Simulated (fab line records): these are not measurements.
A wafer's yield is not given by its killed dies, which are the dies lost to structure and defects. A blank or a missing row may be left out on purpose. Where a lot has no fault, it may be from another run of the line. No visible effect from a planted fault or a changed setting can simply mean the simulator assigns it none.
fab line records ; flow n5Finfet
[record] lots = 5; wafers = 15; lastDay = 17
route steps=1938 shown BEOL_M1@780 BEOL_M4@1111 PASSIVATION@1936
lots that met no fault: from a run of the same line without faults
startH: hours from the record's opening day to when the first of the lot's shown wafers began ; waitH: hours elapsed since this lot's preceding step ; " as in the row above ; L1.1+2: a single row standing in for several wafers ; - no value, or no start given ; * or withheld: withheld ; < > ~ a bound
route shown NAME@n: a module of which the file shows steps, and the number in the route of the first ; usual: mean/standard deviation taken from wafers without a fault ; same: alike in all rows ; chamber/n: place in a boat ; sites: per-site readings ; _std_site: standard deviation across them ; _edge_site: outer sites' mean less inner sites' ; radiusMm: for every site, how far away it sits from the centre of the wafer ; mask NAME#n: copy n ; behind: the last tool/chamber to shape the wafer ; hold: why the lot was held/for how many hours/how that ended ; device: the transistor (n, p or np) that didn't switch ; end of line: tests of these same wafers at the route's end ; for a step that has no rows: nothing shown but its recipe ; killed: dies lost to structure and defects at the first sort, not the wafer's yield ; map: a wafer's dies, x killed, . not, _ none there
set.NAME: the setting the step ran with; set.NAME@STEP: the setting that earlier step ran with ; model.NAME: the simulator's own value behind a step, which no gauge read
lots at some steps of the route; a table a step, a row a wafer
services: the hour from which a tool's chamber was out of use, counted from the record's first day as startH (under 0 if before that day), plus the number of hours and why
[[steps]]
[step N5_BEOL_M1_COAT_22]
[recipe] resist = CAR-EUV; spinRpm = 1500; resistThkNm = 30
[step N5_BEOL_M1_EBR_24]
[recipe] solvent = PGMEA; ebrWidthMm = 1.5
[step N5_BEOL_M1_SOFTBAKE_23]
[recipe] tempC = 110; timeS = 60; resist = CAR-EUV
[step N5_BEOL_M1_EXPOSE_25]
[recipe] maskId = V0; na = 0.33; sourceShape = quasar; sigmaInner = 0.2; sigmaOuter = 0.8; polarization = unpolarized; defocusNm = 5; targetCdNm = 24; doseMj = 63
[step N5_BEOL_M1_PEB_26]
[recipe] pebTempC = 100; pebTimeS = 60; resist = CAR-EUV
[step N5_BEOL_M1_DEVELOP_27]
[recipe] developTimeS = 30; developer = TMAH; resist = CAR-EUV; rinseLiquid = surfactantRinse; dry = airSpin; devTempC = 23
[step N5_BEOL_M1_CD_MEAS_28]
[recipe] landingEnergyEv = 500; detector = seInlens; targetCdYNm = 23.3
[usual] cdNm = 24.06/0.27
lot.wafer;tool;chamber;startH;waitH;cdNm
L377.3;cdSem-02;0;137.74;-;23.96
L377.4;cdSem-02;0;137.74;-;23.99
L377.5;cdSem-02;0;137.74;-;24.28
L378.1;cdSem-03;0;142.29;-;23.86
L378.2;cdSem-03;0;142.29;-;24.14
L378.3;cdSem-03;0;142.29;-;24.41
L388.2;cdSem-02;0;205.63;-;24.48
L388.3;cdSem-02;0;205.63;-;23.91
L388.4;cdSem-02;0;205.63;-;24.08
L394.2;cdSem-03;0;235.70;-;23.81
L394.3;cdSem-03;0;235.70;-;23.92
L394.5;cdSem-03;0;235.70;-;23.81
L396.2;cdSem-03;0;240.77;-;23.79
L396.3;cdSem-03;0;240.77;-;24.01
L396.4;cdSem-03;0;240.77;-;23.93
[step N5_BEOL_M1_OVL_MEAS_29]
[recipe] pointsPerWafer = 522
[usual] V0_OVL = -0.1/0.64
lot.wafer;tool;chamber;startH;waitH;V0_OVL[nm]
L377.3;overlay-02;0;137.78;0.0;-0.1
L377.4;overlay-02;0;137.78;0.0;0.0
L377.5;overlay-02;0;137.78;0.0;-0.3
L378.1;overlay-02;0;142.32;0.0;0.0
L378.2;overlay-02;0;142.32;0.0;-0.1
L378.3;overlay-02;0;142.32;0.0;-0.2
L388.2;overlay-02;0;205.67;0.0;-0.3
L388.3;overlay-02;0;205.67;0.0;0.7
L388.4;overlay-02;0;205.67;0.0;-0.7
L394.2;overlay-01;0;235.73;0.0;-0.3
L394.3;overlay-01;0;235.73;0.0;-1.4
L394.5;overlay-01;0;235.73;0.0;-0.4
L396.2;overlay-01;0;240.81;0.0;-0.1
L396.3;overlay-01;0;240.81;0.0;0.0
L396.4;overlay-01;0;240.81;0.0;0.5
[step N5_BEOL_M1_INSPECT_30]
[recipe] mode = adi; inspectInstrument = brightfield
[usual] rawDefectCount = 417/98
lot.wafer;tool;chamber;startH;waitH;rawDefectCount
L377.3;defectInspect-02;-;137.83;0.0;354
L377.4;defectInspect-02;-;137.83;0.0;442
L377.5;defectInspect-02;-;137.83;0.0;474
L378.1;defectInspect-01;-;142.38;0.1;276
L378.2;defectInspect-01;-;142.38;0.1;277
L378.3;defectInspect-01;-;142.38;0.1;402
L388.2;defectInspect-02;-;205.72;0.0;321
L388.3;defectInspect-02;-;205.72;0.0;469
L388.4;defectInspect-02;-;205.72;0.0;441
L394.2;defectInspect-01;-;235.78;0.0;293
L394.3;defectInspect-01;-;235.78;0.0;384
L394.5;defectInspect-01;-;235.78;0.0;398
L396.2;defectInspect-02;-;240.86;0.0;309
L396.3;defectInspect-02;-;240.86;0.0;453
L396.4;defectInspect-02;-;240.86;0.0;428
[step N5_BEOL_M1_DESCUM_33]
[recipe] chemistry = O2; timeS = 7; sourcePowerW = 50; biasPowerW = 20; pressureMtorr = 20; rfFrequencyHz = 2.712e+07; tempC = 40; resist = CAR-EUV; o2FlowSccm = 225
[usual] drypumpMotorCurrentA = 5.6/0.46; oesProductAu = 0.81/0.092; rfVppV = 243.2/1.6; showerheadPlenumPTorr = 2.10/0.085; throttleValvePct = 20.51/0.17
[same] timeS = 7
lot.wafer;tool;chamber;startH;waitH;drypumpMotorCurrentA;oesProductAu;rfHoursCounterH;rfVppV;showerheadPlenumPTorr;throttleValvePct
L377.3;rieDiel-04;3;137.86;0.0;6.2;0.81;108;241.5;2.04;20.82
L377.4;rieDiel-04;0;137.86;0.0;4.8;0.67;249;240.4;1.98;20.67
L377.5;rieDiel-04;3;137.86;0.0;6.2;0.81;-;241.8;2.04;20.81
L378.1;rieDiel-04;2;142.41;0.0;6.2;0.90;26;245.5;2.21;20.51
L378.2;rieDiel-04;0;142.41;0.0;4.8;0.67;251;241.7;1.98;20.65
L378.3;rieDiel-04;1;142.41;0.0;5.2;0.72;211;242.6;2.05;20.41
L388.2;rieDiel-02;2;205.75;0.0;5.8;0.85;39;244.9;2.22;20.36
L388.3;rieDiel-02;1;205.75;0.0;5.1;0.93;16;242.1;2.04;20.42
L388.4;rieDiel-02;3;205.75;0.0;5.7;0.91;28;241.9;2.05;20.42
L394.2;rieDiel-05;3;235.82;0.0;5.9;0.85;55;245.5;2.22;20.28
L394.3;rieDiel-05;0;235.82;0.0;5.4;0.69;236;241.4;1.97;20.50
L394.5;rieDiel-05;1;235.82;0.0;6.3;0.70;-;242.2;2.08;20.77
L396.2;rieDiel-02;2;240.89;0.0;5.8;0.85;50;244.6;2.22;20.35
L396.3;rieDiel-02;3;240.89;0.0;5.7;0.90;40;240.8;2.04;20.44
L396.4;rieDiel-02;1;240.89;0.0;5.1;0.89;28;240.8;2.04;20.44
[step N5_BEOL_M1_ETCH_77]
[recipe] chemistry = N2/H2; target = underlayer; targetDepthA = 65; maskMaterial = CAR-EUV; timeS = 5.2; ionEnergyEv = 200; pressureMtorr = 30; sourceW = 840; biasW = 150; n2FlowSccm = 200; h2FlowSccm = 200; ends = cleared
[usual] drypumpMotorCurrentA = 5.6/0.46; etchRfOnTimeS = 5.18/0.14; oesProductAu = 0.69/0.084; rfVppV = 524/3.1; showerheadPlenumPTorr = 2.56/0.1; throttleValvePct = 18.01/0.18
lot.wafer;tool;chamber;startH;waitH;drypumpMotorCurrentA;etchRfOnTimeS;oesProductAu;rfHoursCounterH;rfVppV;showerheadPlenumPTorr;throttleValvePct
L377.3;rieDiel-04;3;137.90;0.0;6.2;5.17;0.69;108;524;2.48;18.26
L377.4;rieDiel-04;0;137.90;0.0;4.8;5.31;0.58;249;519;2.41;18.08
L377.5;rieDiel-04;3;137.90;0.0;6.2;5.17;0.68;-;521;2.48;18.28
L378.1;rieDiel-04;2;142.45;0.0;6.2;5.06;0.76;26;527;2.70;18.03
L378.2;rieDiel-04;0;142.45;0.0;4.8;5.34;0.58;251;520;2.40;18.10
L378.3;rieDiel-04;1;142.45;0.0;5.2;5.35;0.60;211;522;2.51;17.86
L388.2;rieDiel-02;2;205.79;0.0;5.8;5.16;0.73;39;528;2.70;17.87
L388.3;rieDiel-02;1;205.79;0.0;5.1;4.99;0.81;16;526;2.49;17.90
L388.4;rieDiel-02;3;205.79;0.0;5.8;4.97;0.79;28;522;2.51;18.01
L394.2;rieDiel-05;3;235.85;0.0;5.9;5.16;0.72;55;527;2.70;17.73
L394.3;rieDiel-05;0;235.85;0.0;5.4;5.24;0.59;236;519;2.42;18.23
L394.5;rieDiel-05;1;235.85;0.0;6.3;5.50;0.57;-;523;2.54;18.31
L396.2;rieDiel-02;2;240.93;0.0;5.8;5.09;0.73;50;527;2.70;17.90
L396.3;rieDiel-02;3;240.93;0.0;5.7;5.06;0.76;40;521;2.50;18.04
L396.4;rieDiel-02;1;240.93;0.0;5.1;5.02;0.77;28;523;2.48;17.93
[step N5_BEOL_M1_ETCH_69]
[recipe] chemistry = CF4; target = SiARC; targetDepthA = 156; maskMaterial = CAR-EUV; timeS = 26; ionEnergyEv = 80; pressureMtorr = 40; sourceW = 545; biasW = 36; Ar_flow_sccm = 100; cf4FlowSccm = 100; ends = cleared
[usual] cf4FlowSccm = 100.0/0.3; drypumpMotorCurrentA = 5.6/0.46; etchRfOnTimeS = 25.9/0.62; oesProductAu = 0.69/0.083; rfVppV = 184.2/1.3; showerheadPlenumPTorr = 2.15/0.085; throttleValvePct = 15.69/0.16
lot.wafer;tool;chamber;startH;waitH;cf4FlowSccm;drypumpMotorCurrentA;etchRfOnTimeS;oesProductAu;rfHoursCounterH;rfVppV;showerheadPlenumPTorr;throttleValvePct
L377.3;rieDiel-04;3;137.91;0.0;100.2;6.2;25.9;0.68;108;183.1;2.07;15.76
L377.4;rieDiel-04;0;137.91;0.0;100.2;4.8;26.1;0.58;249;182.4;2.02;15.84
L377.5;rieDiel-04;3;137.91;0.0;100.7;6.2;25.8;0.68;-;183.6;2.07;15.76
L378.1;rieDiel-04;2;142.46;0.0;100.4;6.2;25.6;0.76;26;185.4;2.28;15.80
L378.2;rieDiel-04;0;142.46;0.0;100.3;4.8;26.6;0.58;251;181.7;2.02;15.86
L378.3;rieDiel-04;1;142.46;0.0;99.9;5.1;26.7;0.60;211;183.7;2.11;15.73
L388.2;rieDiel-02;2;205.80;0.0;99.8;5.9;25.8;0.75;39;185.2;2.26;15.48
L388.3;rieDiel-02;1;205.80;0.0;99.9;5.0;25.3;0.81;16;183.4;2.12;15.69
L388.4;rieDiel-02;3;205.80;0.0;99.7;5.7;25.4;0.79;28;183.0;2.09;15.52
L394.2;rieDiel-05;3;235.87;0.0;100.0;5.9;25.3;0.73;55;185.2;2.26;15.43
L394.3;rieDiel-05;0;235.87;0.0;100.5;5.4;25.9;0.59;236;183.5;2.02;15.78
L394.5;rieDiel-05;1;235.87;0.0;100.2;6.3;27.0;0.58;-;184.5;2.12;15.88
L396.2;rieDiel-02;2;240.94;0.0;100.1;5.8;25.7;0.74;50;185.5;2.26;15.49
L396.3;rieDiel-02;3;240.94;0.0;99.7;5.7;25.5;0.77;40;182.5;2.09;15.54
L396.4;rieDiel-02;1;240.94;0.0;99.4;5.1;25.0;0.78;28;185.3;2.11;15.70
[step N5_BEOL_M1_ALD_98]
[recipe] material = SiO2; targetThkA = 25; tempC = 100; aldPrecursorFamily = BDEAS; aldCoReactant = O2-plasma; pulseTimeS = 1; coReactantPulseTimeS = 1; purgeTimeS = 2; coReactantPurgeTimeS = 2; aldCycles = 17; pressureTorr = 2
[usual] heaterPowerOuterW = 42/4.7; heaterPowerW = 78/7.7; precursorPulseHeightRel = 1.000/0.021; susceptorTempC = 100.00/0.13
lot.wafer;tool;chamber;startH;waitH;heaterPowerOuterW;heaterPowerW;precursorPulseHeightRel;susceptorTempC
L377.3;aldSin-03;0;138.21;0.3;37;68;0.967;100.00
L377.4;aldSin-03;3;138.21;0.3;34;69;1.001;99.85
L377.5;aldSin-03;0;138.21;0.3;38;70;1.035;100.03
L378.1;aldSin-02;3;142.55;0.1;50;87;0.987;100.10
L378.2;aldSin-02;0;142.55;0.1;46;89;0.972;100.10
L378.3;aldSin-02;1;142.55;0.1;40;76;0.996;100.06
L388.2;aldSin-02;2;205.90;0.1;47;85;1.013;100.05
L388.3;aldSin-02;1;205.90;0.1;34;65;0.992;93.42
L388.4;aldSin-02;0;205.90;0.1;46;90;1.021;100.07
L394.2;aldSin-03;0;235.97;0.1;39;72;1.016;100.05
L394.3;aldSin-03;1;235.97;0.1;39;72;0.996;99.85
L394.5;aldSin-03;0;235.97;0.1;38;71;1.011;100.16
L396.2;aldSin-04;1;241.03;0.1;43;79;0.980;100.07
L396.3;aldSin-04;2;241.03;0.1;39;79;1.002;100.12
L396.4;aldSin-04;3;241.03;0.1;36;67;0.973;100.19
[step N5_BEOL_M1_ETCHBACK_99]
[recipe] chemistry = CHF3; target = SiO2; targetDepthA = 50; timeS = 10.4; sourceW = 215; biasW = 47; Ar_flow_sccm = 200; CHF3_flow_sccm = 12; ionEnergyEv = 100; pressureMtorr = 30
[usual] drypumpMotorCurrentA = 5.6/0.47; oesProductAu = 0.82/0.096; rfVppV = 243/3.3; showerheadPlenumPTorr = 2.17/0.083; throttleValvePct = 17.16/0.18
[same] timeS = 10.4
lot.wafer;tool;chamber;startH;waitH;drypumpMotorCurrentA;oesProductAu;rfHoursCounterH;rfVppV;showerheadPlenumPTorr;throttleValvePct
L377.3;rieDiel-02;0;139.75;1.5;5.7;0.73;175;245;2.15;17.31
L377.4;rieDiel-02;2;139.75;1.5;5.8;0.89;-;246;2.27;16.83
L377.5;rieDiel-02;0;139.75;1.5;5.8;0.73;-;244;2.15;17.30
L378.1;rieDiel-04;0;143.60;1.0;4.8;0.67;251;239;2.03;17.32
L378.2;rieDiel-04;2;143.60;1.0;6.2;0.88;26;249;2.29;17.25
L378.3;rieDiel-04;1;143.60;1.0;5.2;0.71;212;241;2.14;17.26
L388.2;rieDiel-05;1;207.26;1.3;6.3;0.68;204;242;2.12;17.29
L388.3;rieDiel-05;0;207.26;1.3;5.4;0.69;232;248;2.02;17.15
L388.4;rieDiel-05;3;207.26;1.3;5.9;0.86;51;242;2.28;16.87
L394.2;rieDiel-02;3;239.49;3.5;5.7;0.90;39;243;2.10;17.03
L394.3;rieDiel-02;2;239.49;3.5;5.8;0.86;50;245;2.26;16.87
L394.5;rieDiel-02;1;239.49;3.5;5.1;0.91;-;244;2.12;17.18
L396.2;rieDiel-04;0;246.56;5.5;4.8;0.89;27;242;2.28;16.90
L396.3;rieDiel-04;1;246.56;5.5;5.2;0.68;245;240;2.12;17.30
L396.4;rieDiel-04;3;246.56;5.5;6.2;0.77;141;238;2.08;17.41
[step N5_BEOL_M4_RC_MEAS_101]
[usual] DIBL_N = 36.4/1.6; DIBL_P = 36.2/1.8; IOFF_N = 0.159/0.029; IOFF_P = 0.21/0.034; ION_N = 670/12; ION_P = 459/8.2; SS_N = 71.5/0.59; SS_P = 73.2/0.54; VT_N = 250/3.3; VT_P = -250/3.7
lot.wafer;tool;chamber;startH;waitH;DIBL_N[mV/V];DIBL_P[mV/V];IOFF_N[nA/um];IOFF_P[nA/um];ION_N[uA/um];ION_P[uA/um];SS_N[mV/dec];SS_P[mV/dec];VT_N[mV];VT_P[mV]
L377.3;prober-02;0;186.03;0.3;37.1;36.4;0.179;0.23;674;461;72.1;73.0;248;-246
L377.4;prober-02;0;186.03;0.3;34.0;33.5;0.120;0.19;645;454;71.9;72.7;256;-249
L377.5;prober-02;0;186.03;0.3;32.8;30.9;0.102;0.15;647;450;71.0;71.8;256;-255
L378.1;prober-02;0;203.63;0.0;34.2;31.6;0.120;0.18;654;455;70.5;72.3;253;-250
L378.2;prober-02;0;203.63;0.0;34.3;32.4;0.126;0.19;663;454;71.2;72.0;252;-245
L378.3;prober-02;0;203.63;0.0;37.1;36.5;0.160;0.25;676;469;70.9;74.0;249;-246
L388.2;prober-01;0;272.58;0.2;38.0;35.7;0.173;0.21;672;455;71.8;73.6;247;-249
L388.3;prober-01;0;272.58;0.2;39.2;38.0;0.204;0.26;675;463;73.0;74.1;247;-246
L388.4;prober-01;0;272.58;0.2;37.6;36.4;0.166;0.23;677;465;71.0;72.7;249;-249
L394.2;prober-01;0;290.46;0.2;36.5;37.1;0.165;0.23;676;465;70.7;73.9;249;-245
L394.3;prober-01;0;290.46;0.2;37.3;39.1;0.171;0.25;663;459;71.2;74.0;250;-249
L394.5;prober-01;0;290.46;0.2;36.2;37.5;0.159;0.23;673;471;70.4;72.7;250;-246
L396.2;prober-02;0;304.25;0.2;36.5;34.4;0.146;0.17;665;455;72.2;72.6;250;-253
L396.3;prober-02;0;304.25;0.2;37.5;36.1;0.160;0.21;666;459;72.0;73.2;249;-252
L396.4;prober-02;0;304.25;0.2;37.6;35.4;0.173;0.19;684;461;71.6;73.4;247;-250
[step N5_PASSIVATION_PROBE_49]
[usual] defectLimitedYield = 91.1/1.5; killed_at_M0_to_M3 = 33/9.9; killed_at_M4_up = 14/5.2; killedAtContacts = 12/6.7; killedAtFrontEnd = 43/13; killedAtOther = 3.4/2.7; killedDies = 105/17; killedOpen = 69/13; killedShort = 33/7.5; sort_bin_5_function = 5.2/0.91; sort_bin_6_memory = 3.3/0.71; sortNPass = 1075/17; sortYieldPct = 91.1/1.5
[same] grossDies = 1180; killedAtBackSide = 0; sort_bin_4_leakage[%] = 0; sort_bin_8_speed[%] = 0
lot.wafer;tool;chamber;startH;waitH;defectLimitedYield[%];killed_at_M0_to_M3;killed_at_M4_up;killedAtContacts;killedAtFrontEnd;killedAtOther;killedDies;killedOpen;killedShort;sort_bin_5_function[%];sort_bin_6_memory[%];sortNPass;sortYieldPct[%]
L377.3;prober-01;-;299.62;0.1;87.4;32;24;20;70;3;149;102;45;7.2;4.5;1031;87.4
L377.4;prober-01;-;299.67;0.2;90.6;36;19;17;33;6;111;76;35;5.6;3.4;1069;90.6
L377.5;prober-01;-;299.72;0.2;92.5;19;25;14;30;1;89;66;22;4.9;2.5;1091;92.5
// killed by level:class
L377.3 MOL_CONTACT_COAG:geometricParticle:open=17 STI_FIN_REVEAL:geometricParticle:open=16 FIN_SAQP:geometricParticle:open=15 FIN_SAQP:geometricParticle:short=13 BEOL_M1:geometricParticle:open=9 BEOL_M4:geometricParticle:open=8 BEOL_M0_SAQP:geometricParticle:short=7 BEOL_M0_SAQP:geometricParticle:open=5
L377.4 BEOL_M0_SAQP:geometricParticle:open=13 BEOL_M4:geometricParticle:open=13 MOL_CONTACT_COAG:geometricParticle:open=12 BEOL_M0_SAQP:geometricParticle:short=10 STI_FIN_REVEAL:geometricParticle:open=8 DUMMY_GATE:geometricParticle:open=7 MOL_CONTACT_COAG:geometricParticle:short=5 BEOL_M2:geometricParticle:open=5
L377.5 BEOL_M4:geometricParticle:open=17 STI_FIN_REVEAL:geometricParticle:open=12 MOL_CONTACT_COAG:geometricParticle:open=11 BEOL_M1:geometricParticle:open=5 BEOL_M3:geometricParticle:open=5 BEOL_M4:geometricParticle:short=5 FIN_SAQP:geometricParticle:open=4 BEOL_M0_SAQP:geometricParticle:short=4
[[services]]
tool;chamber;startH;hours;kind
aldSin-03;1;117.65;21.3;repair
rieDiel-02;1;126.64;-;clean
rieDiel-02;1;126.64;-;consumableReplace:focusRing
rieDiel-02;1;126.64;20.7;scheduledDown
rieDiel-02;1;126.64;20.7;ventCycle
rieDiel-04;3;138.80;6.5;repair
rieDiel-04;0;145.27;-;clean
rieDiel-04;0;145.27;-;consumableReplace:focusRing
rieDiel-04;0;145.27;-;consumableReplace:showerhead
rieDiel-04;0;145.27;22.0;scheduledDown
rieDiel-04;0;145.27;22.0;ventCycle
rieDiel-02;2;146.85;7.3;repair
aldSin-02;0;148.67;4.0;repair
aldSin-04;3;162.91;8.3;repair
rieDiel-02;-;174.45;5.9;repair
aldSin-03;-;177.52;14.0;pm
aldSin-03;0;177.52;14.0;ventCycle
aldSin-03;1;177.52;14.0;ventCycle
aldSin-03;2;177.52;14.0;ventCycle
aldSin-03;3;177.52;14.0;ventCycle
rieDiel-05;-;207.71;14.6;pm
aldSin-03;0;209.43;8.8;repair
aldSin-04;0;230.11;12.6;repair
rieDiel-05;1;238.66;19.1;repair
[[key]]
[firstSign] step = N5_BEOL_M1_ALD_98; reading = susceptorTempC; direction = down; sigmas = 52; usual = *; struck = *
effect none on later readings
metAt N5_BEOL_M1_ALD_98
struckWafers L388.3
onsetBetween 142.55 205.90
[fault] kind = processParameterDrift; tool = aldSin-02; chamber = 1; onsetH = 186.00; steps = N5_BEOL_M1_ALD_98; channel = tempC; offset = *; shape = step; endH = 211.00; actsIn = *; stated = *
